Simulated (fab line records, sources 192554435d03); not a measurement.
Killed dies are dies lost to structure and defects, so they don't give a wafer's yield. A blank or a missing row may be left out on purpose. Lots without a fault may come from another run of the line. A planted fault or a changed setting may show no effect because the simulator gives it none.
A struck lot beside a sound one | flow n5_finfet | 14 steps out of a route of 1938
Sound: wafers L195.1, L195.2, L195.3. Struck: wafer L198.3. (L198.2 of the same lot was not struck and is left out.) The cause comes at the end.
At each step with rows: each side's tool, then ch and its chambers, then its first start. Under that, the readings that differ: sound wafers | struck wafers | difference of the means | sigmas: that difference in standard deviations of wafers without a fault.
alike: readings whose means differ by less than 2 such deviations, and words and numbers that are the same on both sides. not compared: withheld readings, readings that some wafer has no value for, bounds like >300 that may hide the same value, and numbers for which the record gives no deviation and whose values overlap.
The two part at a step that has a row with sigmas, a row that says differs or no value, or rows on one side only. Numbers that don't overlap but have no deviation are shown without sigmas and don't part them. A reading that every wafer of one side lacks parts them only if that side has two wafers or more.

N5_BEOL_M7_CURE_75: cures SiCOH lowk, time 120 s.
  sound on uv_cure-01 ch 2, day 9 10:08; struck on uv_cure-03 ch 1, day 10 09:09
  alike: lamp_power_pct, wafer_temp_C_max
N5_BEOL_M7_DEGAS_44: time 60 s.
  sound on pvd_sputter-01, day 9 10:43; struck on pvd_sputter-01, day 10 09:28
  alike: heater_power_w
N5_BEOL_M7_PRE_CLEAN_45: time 30 s.
  sound on pvd_sputter-01, day 9 10:46; struck on pvd_sputter-01, day 10 09:30
  alike: heater_power_w
N5_BEOL_M7_ALD_77: deposits TaN, target thk 2 nm, pulse time 2 s, purge time 3 s.
  sound on ald_metal-04 ch 0,1,2, day 9 10:53; struck on ald_metal-04 ch 1, day 10 09:34
  alike: heater_power_w
then, 5 steps without rows for these wafers: N5_BEOL_M7_SURFACE_TREAT_79; N5_BEOL_M7_CVD_78 (deposits Co from CCTBA/H2, target thk 2 nm, time 142.3 s); N5_BEOL_M7_SPUTTER_48 (material Cu, target thk 10 nm, time 1.667 s); N5_BEOL_M7_ECD_50 (material Cu, target thk 300 nm); N5_BEOL_M7_ANNEAL_51 (time 90 s).
N5_BEOL_M7_CMP_52: polishes, stops on SiCOH lowk, t overpolish 6.9 s, target thk 80 nm.
  sound on cmp-01 ch 0,1,2, day 9 12:35; struck on cmp-04 ch 3, day 10 10:41
  reading                      | sound             | struck | difference | sigmas
  barrier_field_endpoint_s (s) | 28.8 28.0 27.6    | 29.5   | +1.4       | +2
  platen_rpm (rpm)             | 50.02 50.01 50.04 | 50.09  | +0.07      | +2
  time_to_endpoint_s (s)       | 64.8 62.4 58.0    | 67.2   | +5.5       | +2
  alike: motor_current_A, overpolish_run_s, slurry_filter_dp_kPa
N5_BEOL_M7_THK_MEAS_53: measures by xrf.
  sound on film_metro-02, day 9 12:53; struck on film_metro-02, day 10 10:55
  alike: M7_THK
then, 1 step without rows for these wafers: N5_BEOL_M7_PRE_CLEAN_55 (time 15 s).
N5_BEOL_M7_DEP_56: deposits SiCN from 3MS/NH3, target thk 10 nm, time 17.5 s.
  sound on pecvd-02 ch 0,1, day 9 12:58; struck on pecvd-02 ch 1, day 10 10:59
  reading                                  | sound        | struck | difference | sigmas
  model.SiCN_of_BEOL_M7_DEP_56.thk_nm (nm) | 10 10.2 10.2 | 6.2    | -3.9       |
  alike: showerhead_plenum_p_Torr, throttle_valve_pct
N5_BEOL_M7_RS_MEAS_57: measures by four-point-probe.
  sound on film_metro-01, day 9 13:02; struck on film_metro-01, day 10 11:04
  alike: M7_RS

WHERE THEY PART
Only at N5_BEOL_M7_CMP_52, within this record. Later steps at which nothing parts them and some readings are alike: N5_BEOL_M7_THK_MEAS_53, N5_BEOL_M7_DEP_56, N5_BEOL_M7_RS_MEAS_57.

WHY: what the simulator had put in
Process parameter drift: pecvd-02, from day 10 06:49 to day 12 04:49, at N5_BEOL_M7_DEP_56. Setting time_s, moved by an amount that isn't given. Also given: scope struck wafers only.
